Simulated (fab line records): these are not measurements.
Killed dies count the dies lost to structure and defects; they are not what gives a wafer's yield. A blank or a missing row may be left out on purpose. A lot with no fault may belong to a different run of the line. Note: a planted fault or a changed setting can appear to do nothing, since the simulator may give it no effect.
fab line records | flow nand-harc
record lots=24 wafers=72 last-day=29
route steps=1159 shown A_CONTACT@921 A_BLC@983 A_M0@1023 A_BONDPAD@1078
lots that met no fault: taken from a fault-free run of the same line
start-h: start of the lot's first displayed wafer, in hours after the record's first day | wait-h: how many hours have passed since the lot's step before this one | " unchanged from the row above | L1.1+2: one row covering several wafers at once | - no value, or no start given | * or withheld: withheld | < > ~ a bound
route shown NAME@n: NAME is a module with steps in the file, n the number in the route of the first one | usual: the fault-free wafers' mean and standard deviation | same: alike in all rows | chamber/n: place in a boat | sites: the reading at each site | _std_site: the values' standard deviation | _edge_site: outer sites' mean less inner sites' | radius-mm: how far each site lies from the wafer's centre | mask NAME#n: copy n | behind: the most recent tool/chamber to have shaped the wafer | hold: reason for holding the lot/hours on hold/outcome of the hold | device: which transistor (n, p or np) failed to switch | end of line: the tests these same wafers got at the end of their route | a step with no rows: only its recipe | killed: dies lost to structure and defects at the first sort, not the wafer's yield | map: the dies of a wafer, with x for killed, . for not killed, _ for no die there
set.NAME: the run value of the setting; set.NAME@STEP: its run value at that earlier step | model.NAME: the simulator's own value behind a step, which no gauge read
one table for each step of the route and one row for each wafer, over a sample of lots
services: when a tool's chamber went out of use (start-h, in hours from the record's first day, below 0 if earlier), for how many hours, and the reason
## steps
# step NHARC_A_CONTACT_STRIP_82
# recipe o2-flow-sccm=500 ar-flow-sccm=0 bias-w=0 chemistry=O2
# usual drypump-motor-current-A=5.8/0.59 oes-product-au=0.995/0.0082 rf-vpp-V=57.8/0.92 showerhead-plenum-p-Torr=3.54/0.14 throttle-valve-pct=17.038/0.0096
# columns lot.wafer tool chamber start-h wait-h drypump-motor-current-A oes-product-au rf-hours-counter-h rf-vpp-V showerhead-plenum-p-Torr throttle-valve-pct
L077.4 rie-diel-06 3 - - 5.8 0.996 7 57.9 3.67 17.035
L077.1 " 1 " " 5.0 0.993 8 58.2 3.74 17.031
L077.6 " 2 " " 5.3 1.002 - 57.5 3.33 17.054
L078.1 rie-diel-06 1 - - 5.0 0.996 8 59.1 3.74 17.043
L078.3 " 2 " " 5.3 1.001 8 57.7 3.33 17.032
L078.6 " 0 " " 6.7 0.993 - 57.2 3.59 17.040
L074.1 rie-diel-06 3 - - 5.9 0.998 10 58.7 3.67 17.023
L074.5 " 3 " " 5.9 0.998 - 58.4 3.67 17.018
L074.6 " 0 " " 6.7 0.993 - 57.0 3.59 17.054
L076.1 rie-diel-05 3 - - 5.5 1.007 51 57.4 3.36 17.046
L076.2 " 1 " " 6.1 1.002 47 57.8 3.43 17.022
L076.6 " 3 " " 5.5 1.003 - 57.6 3.36 17.035
L075.1 rie-diel-05 3 - - 5.5 0.991 54 56.2 3.36 17.031
L075.2 " 0 " " 5.3 0.981 60 57.6 3.51 17.032
L075.5 " 2 " " 6.5 0.988 - 59.2 3.63 17.054
L082.1 rie-diel-06 0 - - 6.7 0.986 14 58.4 3.59 17.052
L082.2 " 2 " " 5.3 0.999 14 55.8 3.33 17.032
L082.5 " 1 " " 5.0 0.983 - 59.0 3.74 17.047
L080.4 rie-diel-05 2 - - 6.4 0.994 58 56.9 3.62 17.042
L080.5 " 0 " " 5.3 0.981 - 58.4 3.51 17.032
L080.6 " 1 " " 6.1 0.998 - 57.4 3.43 17.030
L079.4 rie-diel-05 3 - - 5.5 0.989 59 56.4 3.36 17.039
L079.6 " 3 " " 5.6 0.986 - 57.9 3.36 17.033
L079.5 " 0 " " 5.2 0.991 - 57.4 3.50 17.036
L081.2 rie-diel-05 2 - - 6.5 0.997 61 57.0 3.62 17.037
L081.3 " 3 " " 5.5 0.994 60 57.6 3.36 17.037
L081.6 " 3 " " 5.5 0.998 - 56.7 3.36 17.046
L084.2 rie-diel-06 1 - - 5.0 0.989 17 57.7 3.73 17.058
L084.4 " 3 " " 5.9 1.000 17 57.8 3.67 17.037
L084.5 " 1 " " 5.0 1.001 - 57.8 3.73 17.044
L083.3 rie-diel-04 1 - - 5.4 0.999 8 58.6 3.55 17.033
L083.2 " 2 " " 6.4 1.000 8 58.5 3.53 17.041
L083.5 " 0 " " 6.4 1.010 - 56.3 3.36 17.057
L087.2 rie-diel-05 3 - - 5.5 0.982 65 57.0 3.35 17.043
L087.1 " 0 " " 5.2 0.998 71 57.6 3.50 17.040
L087.6 " 3 " " 5.5 0.986 - 58.0 3.35 17.041
L088.1 rie-diel-06 1 - - 5.0 0.989 21 57.1 3.73 17.034
L088.2 " 2 " " 5.3 0.998 21 56.6 3.32 17.031
L088.4 " 3 " " 5.9 0.988 21 59.1 3.67 17.027
L085.2 rie-diel-06 1 - - 5.0 0.990 21 59.9 3.73 17.038
L085.1 " 0 " " 6.7 0.997 22 58.1 3.58 17.039
L085.6 " 1 " " 5.0 0.986 - 57.9 3.73 17.041
L089.2 rie-diel-06 3 - - 5.9 1.002 22 57.3 3.67 17.042
L089.4 " 0 " " 6.8 1.000 22 58.4 3.58 17.029
L089.5 " 2 " " 5.3 1.010 - 56.7 3.32 17.038
L093.2 rie-diel-05 3 - - 5.5 0.983 1 56.4 3.35 17.047
L093.1 " 0 " " 5.2 0.984 1 56.9 3.50 17.047
L093.6 " 2 " " 6.5 0.996 - 58.5 3.62 17.038
L091.4 rie-diel-06 2 - - 5.3 1.010 25 59.0 3.32 17.017
L091.5 " 2 " " 5.3 1.000 - 57.4 3.32 17.033
L091.6 " 3 " " 5.8 0.994 - 59.4 3.66 17.042
L092.2 rie-diel-04 2 - - 6.4 0.994 25 57.8 3.52 17.026
L092.1 " 0 " " 6.5 1.016 22 56.4 3.35 17.032
L092.6 " 2 " " 6.4 0.999 - 58.8 3.52 17.033
L095.4 rie-diel-06 1 - - 5.0 0.989 26 58.9 3.73 17.043
L095.2 " 2 " " 5.3 0.997 25 58.0 3.32 17.029
L095.5 " 0 " " 6.7 0.999 - 57.9 3.58 17.025
L094.3 rie-diel-05 0 - - 5.3 0.988 5 57.2 3.50 17.036
L094.1 " 2 " " 6.4 1.000 5 57.9 3.61 17.039
L094.6 " 1 " " 6.1 0.988 - 57.2 3.42 17.041
L090.1 rie-diel-04 2 - - 6.5 0.995 27 56.1 3.52 17.046
L090.2 " 1 " " 5.4 1.001 26 57.4 3.54 17.024
L090.6 " 2 " " 6.4 0.991 - 57.1 3.52 17.038
L086.3 rie-diel-06 2 - - 5.3 1.005 27 56.7 3.32 17.049
L086.1 " 0 " " 6.7 0.996 28 57.7 3.58 17.055
L086.5 " 2 " " 5.3 1.003 - 56.1 3.32 17.033
L097.2 rie-diel-06 3 - - 5.9 1.002 30 57.6 3.66 17.042
L097.1 " 0 " " 6.7 1.008 30 59.0 3.58 17.046
L097.6 " 0 " " 6.7 1.002 - 57.9 3.58 17.014
L096.1 rie-diel-05 2 - - 6.5 1.006 17 58.6 3.61 17.035
L096.4 " 3 " " 5.5 0.998 18 59.0 3.34 17.049
L096.5 " 3 " " 5.6 0.992 - 56.7 3.34 17.024
# step NHARC_A_BLC_STRIP_21
# recipe o2-flow-sccm=500 ar-flow-sccm=0 bias-w=0 chemistry=O2
# usual drypump-motor-current-A=5.9/0.38 oes-product-au=1.003/0.0092 rf-vpp-V=57.9/0.94 showerhead-plenum-p-Torr=3.55/0.14 throttle-valve-pct=17.036/0.0087
# columns lot.wafer tool chamber start-h wait-h drypump-motor-current-A oes-product-au rf-hours-counter-h rf-vpp-V showerhead-plenum-p-Torr throttle-valve-pct
L077.1 rie-diel-12 0 495.87 0.1 5.4 1.012 11 59.4 3.43 17.037
L077.4 " 3 " " 5.9 1.004 11 56.9 3.76 17.028
L077.6 " 1 " " 6.4 0.998 - 58.0 3.60 17.029
L078.3 rie-diel-01 3 502.89 0.1 5.7 0.997 0 58.5 3.50 17.032
L078.1 " 2 " " 6.0 1.019 0 58.1 3.72 17.035
L078.6 " 0 " " 6.0 0.990 - 58.6 3.58 17.057
L074.1 rie-diel-12 3 507.94 0.1 5.9 1.009 12 59.1 3.76 17.030
L074.5 " 1 " " 6.4 0.992 - 59.0 3.60 17.033
L074.6 " 2 " " 5.3 1.008 - 56.4 3.39 17.033
L076.1 rie-diel-12 0 508.65 0.1 5.4 1.018 12 58.1 3.43 17.031
L076.2 " 2 " " 5.3 1.002 9 57.3 3.39 17.041
L076.6 " 1 " " 6.3 0.992 - 57.9 3.60 17.041
L075.2 rie-diel-01 0 510.72 0.1 6.0 1.004 2 58.3 3.58 17.040
L075.1 " 1 " " 6.4 0.991 1 58.3 3.39 17.031
L075.5 " 3 " " 5.8 1.002 - 57.4 3.50 17.044
L082.1 rie-diel-01 2 512.69 0.1 6.0 1.011 2 57.8 3.72 17.049
L082.2 " 0 " " 6.0 1.009 2 59.8 3.58 17.026
L082.5 " 1 " " 6.4 0.997 - 56.8 3.39 17.044
L080.4 rie-diel-01 3 519.28 0.1 5.7 1.003 2 58.5 3.50 17.045
L080.6 " 2 " " 6.0 1.016 - 60.7 3.72 17.003
L080.5 " 3 " " 5.8 0.995 - 58.0 3.50 17.035
L079.4 rie-diel-12 3 526.04 0.1 5.9 1.004 15 57.8 3.76 17.042
L079.5 " 0 " " 5.4 1.007 - 57.9 3.43 17.040
L079.6 " 1 " " 6.3 0.993 - 55.9 3.60 17.029
L081.2 rie-diel-11 2 526.98 0.1 5.9 0.992 57 57.3 3.27 17.044
L081.3 " 3 " " 5.3 0.987 56 57.6 3.55 17.027
L081.6 " 0 " " 6.0 0.991 - 59.9 3.73 17.045
L084.2 rie-diel-01 0 527.12 0.1 6.0 1.000 4 57.0 3.58 17.045
L084.4 " 3 " " 5.8 1.008 3 58.1 3.50 17.031
L084.5 " 0 " " 6.0 1.008 - 59.1 3.58 17.037
L083.3 rie-diel-12 2 533.12 0.1 5.3 1.007 12 57.5 3.39 17.031
L083.2 " 1 " " 6.3 0.989 16 57.2 3.60 17.044
L083.5 " 2 " " 5.3 1.011 - 58.1 3.39 17.050
L087.1 rie-diel-01 2 538.36 0.1 6.0 1.023 4 59.6 3.72 17.030
L087.2 " 3 " " 5.7 1.000 4 56.4 3.49 17.033
L087.6 " 1 " " 6.4 0.987 - 57.9 3.38 17.031
L088.1 rie-diel-12 3 551.36 0.1 5.9 1.012 18 58.4 3.76 17.041
L088.2 " 1 " " 6.4 1.001 18 58.3 3.60 17.033
L088.4 " 2 " " 5.3 1.004 15 58.4 3.39 17.015
L085.1 rie-diel-12 0 551.63 0.3 5.4 1.012 17 56.6 3.43 17.041
L085.2 " 2 " " 5.4 1.008 15 57.7 3.39 17.026
L085.6 " 3 " " 5.9 1.006 - 58.2 3.76 17.032
L089.2 rie-diel-12 1 551.96 0.1 6.4 0.997 18 56.8 3.60 17.020
L089.4 " 3 " " 5.9 1.014 18 59.4 3.76 17.037
L089.5 " 1 " " 6.4 0.990 - 58.7 3.60 17.047
L093.2 rie-diel-01 0 555.97 0.1 6.0 1.013 6 57.8 3.58 17.052
L093.1 " 2 " " 6.0 1.026 6 57.2 3.72 17.035
L093.6 " 1 " " 6.4 1.001 - 57.1 3.38 17.024
L091.4 rie-diel-01 0 557.17 0.1 6.0 1.012 7 59.1 3.58 17.035
L091.5 " 2 " " 6.0 1.015 - 58.0 3.72 17.037
L091.6 " 3 " " 5.8 1.004 - 58.3 3.49 17.042
L092.1 rie-diel-01 0 557.90 0.1 6.0 1.008 7 58.0 3.58 17.029
L092.2 " 1 " " 6.4 0.992 6 56.0 3.38 17.042
L092.6 " 2 " " 6.0 1.017 - 56.8 3.72 17.035
L095.4 rie-diel-11 3 562.60 0.1 5.3 0.998 1 57.5 3.54 17.025
L095.2 " 0 " " 6.0 1.013 1 58.0 3.73 17.035
L095.5 " 2 " " 5.9 1.000 - 60.4 3.81 17.032
L094.1 rie-diel-12 0 567.64 0.1 5.4 1.003 0 57.7 3.43 17.030
L094.3 " 1 " " 6.4 0.994 0 59.2 3.60 17.030
L094.6 " 0 " " 5.4 1.008 - 58.1 3.43 17.049
L090.1 rie-diel-12 1 568.34 0.1 6.3 0.994 1 56.4 3.60 17.026
L090.2 " 0 " " 5.4 1.000 0 56.2 3.43 17.028
L090.6 " 2 " " 5.3 1.006 - 57.4 3.39 17.051
L086.3 rie-diel-12 3 583.31 0.1 5.9 1.004 2 58.7 3.76 17.044
L086.1 " 1 " " 6.4 0.998 3 58.0 3.60 17.038
L086.5 " 2 " " 5.3 1.007 - 58.9 3.39 17.040
L097.2 rie-diel-01 0 594.40 0.1 6.0 1.012 11 57.3 3.58 17.023
L097.1 " 3 " " 5.7 1.004 11 58.1 3.49 17.025
L097.6 " 0 " " 6.0 1.007 - 57.9 3.58 17.031
L096.4 rie-diel-12 0 598.45 0.1 5.4 1.002 4 58.3 3.42 17.034
L096.1 " 1 " " 6.3 1.005 4 58.6 3.59 17.030
L096.5 " 3 " " 5.9 0.994 - 57.3 3.76 17.044
# step NHARC_A_M0_INSPECT_27
# usual raw-defect-count=426/150
# columns lot.wafer tool chamber start-h wait-h raw-defect-count
L077.1 defect-inspect-01 - 527.63 0.0 758
L077.4 " - " " 1035
L077.6 " - " " 551
L078.1 defect-inspect-01 - 535.21 0.0 382
L078.3 " - " " 355
L078.6 " - " " 292
L074.1 defect-inspect-02 - 538.67 0.0 405
L074.5 " - " " 341
L074.6 " - " " 387
L076.1 defect-inspect-01 - 539.04 0.0 297
L076.2 " - " " 302
L076.6 " - " " 297
L075.1 defect-inspect-02 - 539.95 0.0 398
L075.2 " - " " 420
L075.5 " - " " 481
L082.1 defect-inspect-01 - 540.85 0.0 382
L082.2 " - " " 565
L082.5 " - " " 443
L080.4 defect-inspect-01 - 547.59 0.0 392
L080.5 " - " " 373
L080.6 " - " " 372
L079.4 defect-inspect-02 - 551.63 0.0 532
L079.5 " - " " 452
L079.6 " - " " 452
L081.2 defect-inspect-02 - 552.05 0.0 547
L081.3 " - " " 343
L081.6 " - " " 391
L084.2 defect-inspect-01 - 552.51 0.0 330
L084.4 " - " " 288
L084.5 " - " " 360
L083.2 defect-inspect-02 - 553.68 0.0 286
L083.3 " - " " 324
L083.5 " - " " 269
L087.1 defect-inspect-01 - 558.12 0.0 946
L087.2 " - " " 436
L087.6 " - " " 864
L088.1 defect-inspect-01 - 581.78 0.0 466
L088.2 " - " " 356
L088.4 " - " " 411
L085.1 defect-inspect-02 - 582.09 0.0 337
L085.2 " - " " 401
L085.6 " - " " 367
L089.2 defect-inspect-01 - 583.17 0.0 472
L089.4 " - " " 435
L089.5 " - " " 349
L093.1 defect-inspect-02 - 583.87 0.0 384
L093.2 " - " " 340
L093.6 " - " " 349
L091.4 defect-inspect-01 - 584.18 0.0 482
L091.5 " - " " 649
L091.6 " - " " 498
L092.1 defect-inspect-01 - 584.28 0.0 510
L092.2 " - " " 358
L092.6 " - " " 338
L095.2 defect-inspect-01 - 588.94 0.0 479
L095.4 " - " " 602
L095.5 " - " " 473
L094.1 defect-inspect-02 - 590.31 0.0 435
L094.3 " - " " 546
L094.6 " - " " 553
L090.1 defect-inspect-01 - 595.35 0.0 335
L090.2 " - " " 371
L090.6 " - " " 267
L086.1 defect-inspect-01 - 604.45 0.0 345
L086.3 " - " " 450
L086.5 " - " " 459
L097.1 defect-inspect-02 - 615.11 0.0 376
L097.2 " - " " 390
L097.6 " - " " 444
L096.1 defect-inspect-02 - 616.21 0.0 331
L096.4 " - " " 317
L096.5 " - " " 345
# step NHARC_A_BONDPAD_CD_MEAS_13
# usual cd-nm=499.8/1.8
# columns lot.wafer tool chamber start-h wait-h cd-nm
L077.1 cd-sem-02 - 534.19 - 501.9
L077.4 " - " " 502.2
L077.6 " - " " 503.1
L078.1 cd-sem-02 - 542.10 - 499.8
L078.3 " - " " 500.3
L078.6 " - " " 501.2
L074.1 cd-sem-03 - 545.21 - 499.6
L074.5 " - " " 501.8
L074.6 " - " " 500.0
L076.1 cd-sem-02 - 545.69 - 499.6
L076.2 " - " " 500.7
L076.6 " - " " 497.8
L075.1 cd-sem-02 - 546.54 - 499.4
L075.2 " - " " 496.3
L075.5 " - " " 500.8
L082.1 cd-sem-02 - 547.48 - 498.1
L082.2 " - " " 496.9
L082.5 " - " " 500.0
L080.4 cd-sem-02 - 554.42 - 499.8
L080.5 " - " " 497.9
L080.6 " - " " 498.7
L079.4 cd-sem-03 - 558.16 - 499.1
L079.5 " - " " 500.5
L079.6 " - " " 497.2
L081.2 cd-sem-02 - 558.70 - 497.2
L081.3 " - " " 499.5
L081.6 " - " " 500.3
L084.2 cd-sem-03 - 559.06 - 501.9
L084.4 " - " " 501.2
L084.5 " - " " 500.3
L083.2 cd-sem-03 - 560.19 - 498.5
L083.3 " - " " 501.1
L083.5 " - " " 499.1
L087.1 cd-sem-02 - 564.91 - 498.1
L087.2 " - " " 502.8
L087.6 " - " " 499.1
L088.1 cd-sem-03 - 588.52 - 500.3
L088.2 " - " " 496.5
L088.4 " - " " 497.1
L085.1 cd-sem-01 - 588.72 - 499.8
L085.2 " - " " 502.7
L085.6 " - " " 498.2
L089.2 cd-sem-03 - 589.81 - 498.9
L089.4 " - " " 499.7
L089.5 " - " " 498.6
L093.1 cd-sem-02 - 591.14 - 499.2
L093.2 " - " " 496.6
L093.6 " - " " 497.7
L092.1 cd-sem-02 - 592.14 - 501.3
L092.2 " - " " 502.8
L092.6 " - " " 501.6
L091.4 cd-sem-02 - 592.44 - 498.2
L091.5 " - " " 496.8
L091.6 " - " " 497.5
L095.2 cd-sem-03 - 595.69 - 503.2
L095.4 " - " " 498.3
L095.5 " - " " 498.9
L094.1 cd-sem-01 - 597.14 - 502.3
L094.3 " - " " 501.2
L094.6 " - " " 501.3
L090.1 cd-sem-02 - 602.04 - 502.6
L090.2 " - " " 500.9
L090.6 " - " " 501.9
L086.1 cd-sem-03 - 611.09 - 496.7
L086.3 " - " " 499.1
L086.5 " - " " 499.6
L097.1 cd-sem-03 - 621.67 - 499.1
L097.2 " - " " 500.6
L097.6 " - " " 502.9
L096.1 cd-sem-03 - 622.91 - 502.2
L096.4 " - " " 499.0
L096.5 " - " " 501.2
# step NHARC_A_BONDPAD_PVD_17
# recipe target-thk-a=50 bias-v=168.6 power-w=15000 chamber-pressure-pa=0.12 time-s=8.06 substrate-temp-c=50 material=TaN
# usual throttle-valve-pct=29.8/0.77
# columns lot.wafer tool chamber start-h wait-h throttle-valve-pct
L077.4 pvd-sputter-02 - - - 30.6
L077.1 " - " " 29.3
L077.6 " - " " 29.2
L078.1 pvd-sputter-03 - - - 28.8
L078.3 " - " " 30.2
L078.6 " - " " 28.7
L074.1 pvd-sputter-02 - - - 29.1
L074.6 " - " " 29.3
L074.5 " - " " 30.6
L076.1 pvd-sputter-01 - - - 30.5
L076.2 " - " " 29.7
L076.6 " - " " 30.2
L075.2 pvd-sputter-01 - - - 30.4
L075.1 " - " " 31.0
L075.5 " - " " 30.3
L082.2 pvd-sputter-01 - - - 30.2
L082.1 " - " " 30.4
L082.5 " - " " 29.9
L080.4 pvd-sputter-01 - - - 30.3
L080.6 " - " " 31.0
L080.5 " - " " 30.9
L079.4 pvd-sputter-03 - - - 28.4
L079.6 " - " " 30.2
L079.5 " - " " 30.2
L081.3 pvd-sputter-02 - - - 29.1
L081.2 " - " " 30.3
L081.6 " - " " 28.8
L084.2 pvd-sputter-01 - - - 30.4
L084.4 " - " " 29.9
L084.5 " - " " 30.3
L083.2 pvd-sputter-01 - - - 30.6
L083.3 " - " " 31.1
L083.5 " - " " 30.6
L087.2 pvd-sputter-02 - - - 29.5
L087.1 " - " " 28.8
L087.6 " - " " 30.5
L088.4 pvd-sputter-02 - - - 30.2
L088.1 " - " " 29.0
L088.2 " - " " 28.7
L085.1 pvd-sputter-01 - - - 30.4
L085.2 " - " " 29.8
L085.6 " - " " 30.3
L089.2 pvd-sputter-02 - - - 29.1
L089.4 " - " " 28.7
L089.5 " - " " 30.0
L093.1 pvd-sputter-02 - - - 29.2
L093.2 " - " " 29.5
L093.6 " - " " 28.5
L092.1 pvd-sputter-02 - - - 30.2
L092.2 " - " " 28.6
L092.6 " - " " 30.1
L091.4 pvd-sputter-01 - - - 30.8
L091.5 " - " " 30.4
L091.6 " - " " 30.4
L095.4 pvd-sputter-03 - - - 28.7
L095.2 " - " " 28.5
L095.5 " - " " 28.6
L094.3 pvd-sputter-03 - - - 28.8
L094.1 " - " " 30.0
L094.6 " - " " 28.7
L090.2 pvd-sputter-03 - - - 30.2
L090.1 " - " " 28.3
L090.6 " - " " 28.7
L086.3 pvd-sputter-02 - - - 29.5
L086.1 " - " " 28.6
L086.5 " - " " 30.1
L097.1 pvd-sputter-02 - - - 30.0
L097.2 " - " " 29.3
L097.6 " - " " 30.1
L096.1 pvd-sputter-01 - - - 30.2
L096.4 " - " " 29.8
L096.5 " - " " 30.6
# step NHARC_A_BONDPAD_PVD_27
# recipe target-thk-a=300 chamber-pressure-pa=5 power-w=5000 substrate-temp-c=30 time-s=20.49 material=Cu
# usual throttle-valve-pct=29.8/0.77
# columns lot.wafer tool chamber start-h wait-h throttle-valve-pct
L077.4 pvd-sputter-02 - - - 29.0
L077.1 " - " " 29.3
L077.6 " - " " 29.4
L078.1 pvd-sputter-03 - - - 30.1
L078.3 " - " " 28.9
L078.6 " - " " 30.3
L074.1 pvd-sputter-02 - - - 30.4
L074.6 " - " " 30.8
L074.5 " - " " 29.4
L076.1 pvd-sputter-01 - - - 29.8
L076.2 " - " " 30.5
L076.6 " - " " 29.9
L075.2 pvd-sputter-01 - - - 29.6
L075.1 " - " " 30.3
L075.5 " - " " 29.9
L082.2 pvd-sputter-01 - - - 30.6
L082.1 " - " " 30.7
L082.5 " - " " 30.5
L080.4 pvd-sputter-01 - - - 30.2
L080.6 " - " " 30.7
L080.5 " - " " 29.9
L079.4 pvd-sputter-03 - - - 30.1
L079.6 " - " " 30.2
L079.5 " - " " 28.6
L081.3 pvd-sputter-02 - - - 29.2
L081.2 " - " " 29.1
L081.6 " - " " 29.2
L084.4 pvd-sputter-01 - - - 29.8
L084.2 " - " " 30.4
L084.5 " - " " 30.3
L083.3 pvd-sputter-01 - - - 30.6
L083.2 " - " " 30.9
L083.5 " - " " 30.6
L087.2 pvd-sputter-02 - - - 30.7
L087.1 " - " " 29.3
L087.6 " - " " 29.4
L088.4 pvd-sputter-02 - - - 30.1
L088.1 " - " " 28.7
L088.2 " - " " 29.8
L085.1 pvd-sputter-01 - - - 29.8
L085.2 " - " " 30.5
L085.6 " - " " 31.0
L089.4 pvd-sputter-02 - - - 29.1
L089.2 " - " " 29.5
L089.5 " - " " 29.2
L093.2 pvd-sputter-02 - - - 28.6
L093.1 " - " " 29.5
L093.6 " - " " 29.3
L092.1 pvd-sputter-02 - - - 30.1
L092.2 " - " " 29.4
L092.6 " - " " 28.6
L091.4 pvd-sputter-01 - - - 30.4
L091.6 " - " " 30.0
L091.5 " - " " 30.3
L095.2 pvd-sputter-03 - - - 28.4
L095.4 " - " " 28.2
L095.5 " - " " 28.3
L094.1 pvd-sputter-03 - - - 28.7
L094.3 " - " " 29.9
L094.6 " - " " 28.5
L090.1 pvd-sputter-03 - - - 28.8
L090.2 " - " " 30.0
L090.6 " - " " 30.3
L086.1 pvd-sputter-02 - - - 29.1
L086.3 " - " " 28.5
L086.5 " - " " 29.0
L097.2 pvd-sputter-02 - - - 28.5
L097.1 " - " " 29.3
L097.6 " - " " 29.1
L096.4 pvd-sputter-01 - - - 31.1
L096.1 " - " " 30.4
L096.5 " - " " 30.0
## services
# columns tool chamber start-h hours kind
rie-diel-05 3 449.53 12.9 repair
rie-diel-12 2 457.10 25.5 repair
pvd-sputter-03 - 458.10 10.0 pm
rie-diel-04 3 461.57 8.7 repair
rie-diel-12 3 480.16 3.8 repair
rie-diel-05 1 481.75 4.3 repair
rie-diel-01 - 491.80 9.0 pm
pvd-sputter-01 - 497.09 5.2 repair
pvd-sputter-01 - 514.03 10.0 pm
rie-diel-05 - 518.18 9.0 pm
pvd-sputter-03 - 518.33 1.3 repair
rie-diel-12 0 534.48 11.5 repair
rie-diel-01 2 535.56 1.7 repair
rie-diel-12 - 556.44 9.0 pm
rie-diel-05 1 567.24 5.5 repair
pvd-sputter-02 - 570.07 10.0 pm
rie-diel-06 1 574.00 25.0 repair
rie-diel-12 - 577.78 0.4 repair
rie-diel-06 - 579.84 0.8 repair
rie-diel-05 1 581.50 1.8 repair
rie-diel-12 3 589.41 4.0 repair
rie-diel-06 - 595.70 9.0 pm
rie-diel-05 3 599.95 4.9 repair
rie-diel-05 2 604.59 3.4 repair
## key
fault none
